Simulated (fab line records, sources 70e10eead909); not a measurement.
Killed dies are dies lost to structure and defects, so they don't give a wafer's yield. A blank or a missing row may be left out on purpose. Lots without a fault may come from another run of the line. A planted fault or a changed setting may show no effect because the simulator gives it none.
Problem report in the 8D (eight disciplines) form, filled by code | flow nand_harc | the parts of the form that need people (team, actions taken, sign-off) are left out

1. THE PROBLEM
heater_power_total_W at NHARC_P_GATE_SOFTBAKE_21 reads a mean of 323.21 W on 6 wafers of 2 lots; wafers without a fault read 188.44 W with a standard deviation of 0.13. That is +99 or more standard deviations from the usual mean.
The step: time 55 s.
First seen on wafer L336.2, day 11 04:00, on litho_track-04. The record holds 36 wafers of 12 lots with a number at this step. Rule for "out", or "out of limits": more than 4 standard deviations from the usual mean. The other wafers with a number count as sound.

2. WHAT IT IS AND WHAT IT IS NOT
question                    | is                     | is not
which readings at this step | heater_power_total_W   | -
which lots                  | L336, L337             | L321, L322, L323, L324, L326, L327, L329, L332, L343, L344
which wafers of those lots  | all that have a number | -
read on which tools         | litho_track-04         | litho_track-01, litho_track-06
when                        | from day 11 04:00      | up to then (24 sound wafers); but 6 sound wafers of L343, L344 came after

3. SUSPECTS, AND WHAT RULES EACH OUT
Counting: a tool at a process step up to the reading stays a suspect if it ran every lot that is out and no sound lot after the first of them.
- litho_track-04 at NHARC_P_GATE_SOFTBAKE_21 (time 55 s): kept. It ran every lot that is out, first L336 (day 11 04:00), and no sound lot after that; its last sound lot up to then is L324 (day 6 07:00). Its own readings are out on those wafers: heater_power_total_W.
Left after counting: litho_track-04 at NHARC_P_GATE_SOFTBAKE_21.

4. THE CAUSE (what the simulator had put in)
Process parameter drift: litho_track-04, from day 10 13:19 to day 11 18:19, at NHARC_P_GATE_SOFTBAKE_21. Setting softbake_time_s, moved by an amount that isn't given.
Counting left only this tool.

5. THE CHAIN OF EFFECTS, in route order
Each row: a reading whose mean over the struck wafers that have a number lies more than 3 standard deviations from the usual. Only readings for which the record gives a usual standard deviation are gone through. hours: the time from each lot's start at the first step in this table that gives one to its start at this step, as a median over the lots. sigmas: the change in usual standard deviations.
hours | step                     | reading              | usual    | on struck wafers | change  | sigmas
0     | NHARC_P_GATE_SOFTBAKE_21 | heater_power_total_W | 188.44 W | 323.21           | +134.77 | +99 or more
The process steps in it:
- NHARC_P_GATE_SOFTBAKE_21: time 55 s.
Later measuring or inspecting steps at which every struck wafer that the step has a row for has a number for every such reading, and none has moved that far: NHARC_END_SORT_01.

6. WHAT WOULD HAVE CAUGHT IT SOONER
In this record the first reading out of limits was taken at day 11 04:00, 15 hours after the fault began at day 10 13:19.
